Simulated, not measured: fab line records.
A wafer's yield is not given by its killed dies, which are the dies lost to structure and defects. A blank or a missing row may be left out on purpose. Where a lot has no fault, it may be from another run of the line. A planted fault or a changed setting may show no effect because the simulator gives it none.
fab line records	flow nand_harc
record: lots: 6	wafers: 18	last_day: 32
route steps=1302 shown THIN_TSV@1244 END@1302
lots with no fault: from the same line, run without faults
start_h: start of the lot's first displayed wafer, in hours after the record's first day	wait_h: hours elapsed since this lot's preceding step	" the same as in the row above	L1.1+2: several wafers, shown together as one row	- either no value or no given start	* or withheld: withheld	< > ~ a bound
route shown NAME@n: names a module that has steps shown in the file, with the first one's number in the route	usual: the fault-free wafers' mean and standard deviation	same: alike in all rows	chamber/n: place in a boat	sites: each site's reading	_std_site: the standard deviation of these	_edge_site: mean of outer sites minus mean of inner sites	radius_mm: how far each site lies from the wafer's centre	mask NAME#n: copy n	behind: the tool/chamber that last shaped the wafer	hold: reason for holding the lot/hours on hold/outcome of the hold	device: the n, p or np transistor that did not switch	end of line: the route-end tests of the same wafers	for a step that has no rows: nothing shown but its recipe	killed: count of dies lost to structure and defects at first sort (not the wafer's yield)	map: the dies of a wafer, with x for killed, . for not killed, _ for no die there
set.NAME: setting as actually run; set.NAME@STEP: the setting as run at that earlier step	model.NAME: the simulator's own value behind a step, which no gauge read
lots at selected steps of the route; one table per step, one row per wafer
services: from which hour (start_h, from the record's first day; less than 0 if before it) a tool's chamber was out of use, for how many hours, and why
== steps ==
step: NHARC_THIN_TSV_GRIND_00
recipe: target_thk_um: 6
usual: motor_current_A: 11.996/0.023
lot.wafer	tool	chamber	start_h	wait_h	motor_current_A
L764.1	grinder-01	0	581.91	0.1	11.997
L764.2	"	0	"	"	12.007
L764.6	"	0	"	"	11.984
L766.4	grinder-01	0	588.23	1.9	11.993
L766.5	"	0	"	"	12.024
L766.6	"	0	"	"	12.016
L767.2	grinder-01	0	617.37	0.3	11.989
L767.4	"	0	"	"	12.038
L767.6	"	0	"	"	11.966
L774.1	grinder-01	0	709.03	0.1	11.996
L774.2	"	0	"	"	11.992
L774.6	"	0	"	"	12.018
L778.2	grinder-01	0	723.23	0.3	11.999
L778.4	"	0	"	"	11.987
L778.6	"	0	"	"	11.968
L780.4	grinder-01	0	745.81	8.1	12.007
L780.5	"	0	"	"	12.017
L780.6	"	0	"	"	11.992
step: NHARC_THIN_TSV_CMP_01
recipe: target_thk_um: 3
usual: motor_current_A: 12.4/1.3
lot.wafer	tool	chamber	start_h	wait_h	motor_current_A
L764.1	cmp-04	1	583.13	1.0	11.6
L764.2	"	0	"	"	13.3
L764.6	"	2	"	"	14.0
L766.4	cmp-02	3	588.90	0.5	10.7
L766.5	"	1	"	"	13.2
L766.6	"	2	"	"	14.3
L767.4	cmp-03	1	618.39	0.4	11.3
L767.2	"	2	"	"	14.1
L767.6	"	1	"	"	11.8
L774.2	cmp-03	0	710.30	0.9	11.6
L774.1	"	1	"	"	11.4
L774.6	"	3	"	"	12.3
L778.2	cmp-03	0	724.27	0.8	11.2
L778.4	"	1	"	"	10.7
L778.6	"	1	"	"	11.4
L780.4	cmp-03	0	746.51	0.5	11.5
L780.5	"	1	"	"	11.6
L780.6	"	2	"	"	15.4
step: NHARC_THIN_TSV_THK_MEAS_02
recipe: thk_meas_gauge: ir
usual: thk_nm: 3026/190
lot.wafer	tool	chamber	start_h	wait_h	thk_nm
L764.1	film_metro-01	-	583.40	-	3001
L764.2	"	-	"	"	2907
L764.6	"	-	"	"	2988
L766.4	film_metro-02	-	589.12	0.2	3113
L766.5	"	-	"	"	2938
L766.6	"	-	"	"	3145
L767.2	film_metro-02	-	618.65	-	3090
L767.4	"	-	"	"	3246
L767.6	"	-	"	"	3133
L774.1	film_metro-01	-	710.52	0.2	2999
L774.2	"	-	"	"	3070
L774.6	"	-	"	"	3205
L778.2	film_metro-01	-	724.54	-	3189
L778.4	"	-	"	"	3004
L778.6	"	-	"	"	3225
L780.4	film_metro-02	-	746.70	-	3152
L780.5	"	-	"	"	3405
L780.6	"	-	"	"	3178
step: NHARC_THIN_TSV_SRD_03
step: NHARC_THIN_TSV_PRECLEAN_41
recipe: time_s: *	temp_c: 50	bath_age_min: 0	chemistry: SC1
step: NHARC_THIN_TSV_SRD_42
step: NHARC_THIN_TSV_DEP_43
recipe: target_thk_a: 13285	temp_c: withheld	pressure_torr: 6.5	rf_w: 900	teos_flow_sccm: 161.4	flow_sccm: 2650	target_thk_nm: 1328.5	gas: O2	material: SiO2
usual: throttle_valve_pct: 16.3/0.5
lot.wafer	tool	chamber	start_h	wait_h	throttle_valve_pct
L764.2	pecvd-02	2	583.62	-	16.3
L764.1	"	0	"	"	16.3
L764.6	"	1	"	"	15.5
L766.4	pecvd-03	2	589.47	-	16.7
L766.5	"	0	"	"	16.1
L766.6	"	1	"	"	16.0
L767.2	pecvd-02	0	618.94	-	16.1
L767.4	"	0	"	"	16.3
L767.6	"	1	"	"	15.7
L774.1	pecvd-03	1	710.74	-	16.5
L774.2	"	2	"	"	16.8
L774.6	"	1	"	"	16.5
L778.2	pecvd-01	1	724.86	-	15.7
L778.4	"	2	"	"	17.2
L778.6	"	0	"	"	16.2
L780.5	pecvd-01	2	747.06	-	17.3
L780.4	"	0	"	"	16.0
L780.6	"	1	"	"	15.7
step: NHARC_THIN_TSV_DEHYDRATE_04
recipe: temp_c: 150	time_s: 120
step: NHARC_THIN_TSV_HMDS_05
recipe: time_s: 30
step: NHARC_THIN_TSV_COAT_06
recipe: spin_rpm: *
step: NHARC_THIN_TSV_SOFTBAKE_07
recipe: temp_c: 122	time_s: 95
step: NHARC_THIN_TSV_EBR_08
step: NHARC_THIN_TSV_EXPOSE_09
recipe: na: 0.55	dose_mj: 30.7	mask_id: TSV
usual: exposure_dose_mJ_cm2: 30.69/0.15
lot.wafer	tool	chamber	start_h	wait_h	mask	exposure_dose_mJ_cm2
L764.1	krf_scanner-01	0	584.29	-	TSV#0	30.70
L764.2	"	0	"	"	TSV#0	30.62
L764.6	"	0	"	"	TSV#0	30.68
L766.4	krf_scanner-01	0	590.03	-	TSV#0	30.66
L766.5	"	0	"	"	TSV#0	30.59
L766.6	"	0	"	"	TSV#0	30.65
L767.2	krf_scanner-01	0	619.56	-	TSV#0	28.45
L767.4	"	0	"	"	TSV#0	28.43
L767.6	"	0	"	"	TSV#0	28.45
L774.1	krf_scanner-01	0	711.31	-	TSV#0	29.74
L774.2	"	0	"	"	TSV#0	29.79
L774.6	"	0	"	"	TSV#0	29.75
L778.2	krf_scanner-02	0	725.45	-	TSV#0	31.35
L778.4	"	0	"	"	TSV#0	31.44
L778.6	"	0	"	"	TSV#0	31.34
L780.4	krf_scanner-04	0	747.61	-	TSV#0	30.67
L780.5	"	0	"	"	TSV#0	30.72
L780.6	"	0	"	"	TSV#0	30.70
step: NHARC_THIN_TSV_PEB_10
recipe: peb_temp_c: 118	peb_time_s: 85
step: NHARC_END_SORT_01
recipe: temp_c: 25
usual: defect_limited_yield: 91/3	killed_at_array: 54/21	killed_at_other: 1.0/1.2	killed_at_periphery: 3.6/2.6	killed_dies: 58/20	killed_open: 3.3/1.9	killed_short: 2.6/1.5	sort_bin_2_pct: 3.1/1.4	sort_bin_3_pct: 0.6/0.37	sort_bin_4_pct: 4.9/1.6	sort_n_pass: 619/20	sort_rim_yield_pct: 91/4.3	sort_yield_pct: 91/3
same: gross_dies: 677	sort_bin_5_pct[%]: 0	sort_bin_6_pct[%]: 0	sort_bin_7_pct[%]: 0	sort_bin_8_pct[%]: 0	sort_rim_n_gross: 106.00
lot.wafer	tool	chamber	start_h	wait_h	defect_limited_yield[%]	killed_at_array	killed_at_other	killed_at_periphery	killed_dies	killed_open	killed_short	sort_bin_2_pct[%]	sort_bin_3_pct[%]	sort_bin_4_pct[%]	sort_n_pass	sort_rim_yield_pct[%]	sort_yield_pct[%]
L764.1	prober-02	0	601.43	2.5	93	45	1	1	47	1	2	3.0	0.4	3.5	630	91	93
L764.2	prober-02	0	602.23	2.8	91	56	1	1	58	2	4	2.7	0.6	5.3	619	89	91
L764.6	prober-02	0	605.44	4.0	92	53	0	1	54	2	6	2.8	0.1	5.0	623	92	92
L766.4	prober-02	0	611.67	3.4	96	19	1	8	28	1	5	1.9	0.1	2.1	649	96	96
L766.5	prober-02	0	612.46	3.7	96	21	2	6	29	3	7	1.0	0.3	3.0	648	93	96
L766.6	prober-02	0	613.26	4.0	96	16	1	10	27	4	2	1.0	0.4	2.5	650	97	96
L767.2	prober-01	0	635.54	2.8	91	59	0	0	59	1	1	4.7	0.6	3.4	618	99	91
L767.4	prober-01	0	637.14	3.4	90	65	0	1	66	4	2	2.7	0.7	6.4	611	97	90
L767.6	prober-01	0	638.75	4.0	89	76	0	1	77	2	1	4.6	0.4	6.4	600	92	89
L774.1	prober-01	0	729.03	2.5	90	68	0	3	71	3	1	4.4	0.6	5.5	606	90	90
L774.2	prober-01	0	729.82	2.8	87	80	0	9	89	4	4	4.3	1.0	7.8	588	91	87
L774.6	prober-01	0	732.99	4.0	91	58	1	1	60	1	3	4.0	0.7	4.1	617	88	91
L778.2	prober-02	0	741.34	2.8	92	54	1	1	56	3	3	3.0	0.4	4.9	621	89	92
L778.4	prober-02	0	742.93	3.4	90	62	3	1	66	3	1	3.5	1.0	5.2	611	90	90
L778.6	prober-02	0	744.53	4.0	94	37	0	2	39	5	2	2.4	0.3	3.1	638	92	94
killed by level:class
L764.1 A_SLIT:chamber_film_flake=16 A_CHANNEL_HOLE_D2:chamber_film_flake=15 A_CONTACT:chamber_film_flake=5 A_STAIRCASE:chamber_film_flake=3 A_M0:chamber_film_flake=3 P_CONTACT:geometric_particle:open=1 A_ONON_D2:geometric_particle:short=1 A_M0:geometric_particle:short=1
L764.2 A_SLIT:chamber_film_flake=28 A_CHANNEL_HOLE_D2:chamber_film_flake=6 A_STAIRCASE:chamber_film_flake=6 A_CONTACT:chamber_film_flake=4 A_CHANNEL_HOLE_D1:chamber_film_flake=3 A_DECK1_JOINT:geometric_particle:short=2 A_CHANNEL_HOLE_D1:geometric_particle:open=1 A_CHANNEL_FILL_D1:geometric_particle:open=1
L764.6 A_SLIT:chamber_film_flake=26 A_STAIRCASE:chamber_film_flake=7 A_CONTACT:chamber_film_flake=6 A_CHANNEL_HOLE_D2:chamber_film_flake=5 P_M0:geometric_particle:short=1 A_ONON_D1:geometric_particle:short=1 A_DECK1_JOINT:geometric_particle:short=1 A_CHANNEL_HOLE_D2:geometric_particle:short=1
L766.4 A_CHANNEL_HOLE_D2:chamber_film_flake=7 P_GATE:chamber_film_flake=4 P_STI:chamber_film_flake=2 P_M1:chamber_film_flake=2 A_CHANNEL_HOLE_D1:chamber_film_flake=2 A_WL_FILL:chamber_film_flake=2 A_CHANNEL_HOLE_D2:geometric_particle:open=1 A_CHANNEL_FILL_D1:geometric_particle:short=1
L766.5 P_GATE:chamber_film_flake=5 A_CHANNEL_HOLE_D2:chamber_film_flake=5 A_CHANNEL_FILL_D1:geometric_particle:short=3 A_CHANNEL_HOLE_D1:chamber_film_flake=2 A_DECK1_JOINT:chamber_film_flake=2 A_CONTACT:chamber_film_flake=2 P_GATE:geometric_particle:open=1 A_ONON_D1:geometric_particle:open=1
L766.6 A_CHANNEL_HOLE_D2:chamber_film_flake=6 P_GATE:chamber_film_flake=5 A_CHANNEL_HOLE_D1:chamber_film_flake=2 A_STAIRCASE:chamber_film_flake=2 P_GATE:geometric_particle:open=1 P_CONTACT:geometric_particle:short=1 P_CONTACT:geometric_particle:open=1 A_ONON_D1:geometric_particle:short=1
L767.2 A_CHANNEL_HOLE_D2:chamber_film_flake=24 A_CHANNEL_HOLE_D1:chamber_film_flake=20 A_DECK1_JOINT:chamber_film_flake=5 A_BONDPAD:chamber_film_flake=3 A_CONTACT:chamber_film_flake=2 A_CHANNEL_FILL_D2:geometric_particle:short=1 A_BLC:geometric_particle:open=1 A_CHANNEL_FILL_D1:chamber_film_flake=1
L767.4 A_CHANNEL_HOLE_D2:chamber_film_flake=27 A_CHANNEL_HOLE_D1:chamber_film_flake=20 A_BONDPAD:chamber_film_flake=3 A_ZERO_WELL:chamber_film_flake=2 A_SLIT:chamber_film_flake=2 A_CHANNEL_HOLE_D1:geometric_particle:short=1 A_DECK1_JOINT:geometric_particle:open=1 A_WL_FILL:geometric_particle:open=1
L767.6 A_CHANNEL_HOLE_D1:chamber_film_flake=35 A_CHANNEL_HOLE_D2:chamber_film_flake=31 A_BONDPAD:chamber_film_flake=3 A_STAIRCASE:chamber_film_flake=2 P_M0:geometric_particle:open=1 A_CHANNEL_FILL_D2:geometric_particle:open=1 A_M1:geometric_particle:short=1 A_CHANNEL_FILL_D1:chamber_film_flake=1
L774.1 A_CHANNEL_HOLE_D1:chamber_film_flake=29 A_SLIT:chamber_film_flake=25 A_CONTACT:chamber_film_flake=6 A_CHANNEL_HOLE_D2:chamber_film_flake=3 P_CONTACT:chamber_film_flake=2 A_ONON_D1:geometric_particle:open=1 A_CHANNEL_FILL_D1:geometric_particle:open=1 A_CHANNEL_FILL_D2:geometric_particle:open=1
L774.2 A_CHANNEL_HOLE_D1:chamber_film_flake=32 A_SLIT:chamber_film_flake=20 A_CHANNEL_HOLE_D2:chamber_film_flake=8 A_CONTACT:chamber_film_flake=6 P_BONDPAD:chamber_film_flake=5 A_CHANNEL_FILL_D1:chamber_film_flake=4 A_CHANNEL_FILL_D1:geometric_particle:short=2 P_CONTACT:chamber_film_flake=2
L774.6 A_CHANNEL_HOLE_D1:chamber_film_flake=24 A_SLIT:chamber_film_flake=17 A_CHANNEL_HOLE_D2:chamber_film_flake=5 A_CONTACT:chamber_film_flake=5 A_CHANNEL_FILL_D1:chamber_film_flake=3 A_CHANNEL_FILL_D2:geometric_particle:short=2 P_CONTACT:geometric_particle:short=1 A_DECK1_JOINT:geometric_particle:open=1
L778.2 A_CHANNEL_HOLE_D2:chamber_film_flake=24 A_SLIT:chamber_film_flake=18 A_STAIRCASE:chamber_film_flake=5 P_M0:geometric_particle:open=1 A_ONON_D1:geometric_particle:short=1 A_CHANNEL_HOLE_D2:geometric_particle:open=1 A_SGD_CUT:geometric_particle:short=1 A_WL_FILL:geometric_particle:short=1
L778.4 A_CHANNEL_HOLE_D2:chamber_film_flake=32 A_SLIT:chamber_film_flake=17 A_ZERO_WELL:chamber_film_flake=5 A_CHANNEL_HOLE_D1:chamber_film_flake=4 THIN_TSV:chamber_film_flake=3 P_CONTACT:geometric_particle:open=1 A_ONON_D2:geometric_particle:short=1 A_ONON_D2:geometric_particle:open=1
L778.6 A_SLIT:chamber_film_flake=16 A_CHANNEL_HOLE_D2:chamber_film_flake=7 A_CHANNEL_HOLE_D1:chamber_film_flake=6 A_CHANNEL_FILL_D2:geometric_particle:short=2 P_CONTACT:geometric_particle:open=1 P_M0:geometric_particle:open=1 A_CHANNEL_HOLE_D1:geometric_particle:open=1 A_CHANNEL_FILL_D2:geometric_particle:open=1
== services ==
tool	chamber	start_h	hours	kind
pecvd-02	-	560.78	1.1	repair
grinder-01	-	561.73	0.4	repair
krf_scanner-02	-	566.61	1.7	repair
pecvd-02	-	589.11	13.0	pm
grinder-01	-	591.19	1.9	repair
krf_scanner-04	-	595.43	4.7	repair
krf_scanner-04	-	601.07	2.5	repair
pecvd-02	2	616.48	5.6	repair
grinder-01	-	632.01	0.6	repair
pecvd-02	0	634.40	9.0	repair
pecvd-03	0	639.66	12.8	repair
pecvd-02	2	642.86	5.4	repair
cmp-03	-	652.10	4.0	pm
pecvd-03	1	655.42	14.6	repair
krf_scanner-01	-	656.00	4.0	pm
pecvd-01	-	673.06	13.0	pm
grinder-01	-	703.52	0.6	repair
pecvd-02	2	711.04	9.0	repair
krf_scanner-01	-	720.17	0.8	repair
krf_scanner-01	-	724.53	9.0	repair
pecvd-03	-	728.00	13.0	pm
grinder-01	-	736.00	8.0	pm
cmp-03	-	740.48	2.3	repair
pecvd-02	0	741.72	10.3	repair
== key ==
first_sign: step: NHARC_THIN_TSV_EXPOSE_09	reading: exposure_dose_mJ_cm2	direction: down	sigmas: 11	usual: 30.69	struck: 29.10
effect none on later readings
met_at NHARC_THIN_TSV_EXPOSE_09
struck_wafers L767.2,L767.4,L767.6,L774.1,L774.2,L774.6
loop_trim: step: NHARC_THIN_TSV_EXPOSE_09	setting: dose	lots: L774
onset_between 590.03 619.56
fault: kind: process_parameter_drift	tool: krf_scanner-01	chamber: -	onset_h: 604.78	steps: NHARC_THIN_TSV_EXPOSE_09	channel: dose_mj	offset: -2.177	shape: step	acts_in: these_recipes_only	stated: 30.7
loop_trim: a control loop set the setting to another value than it would have without faults
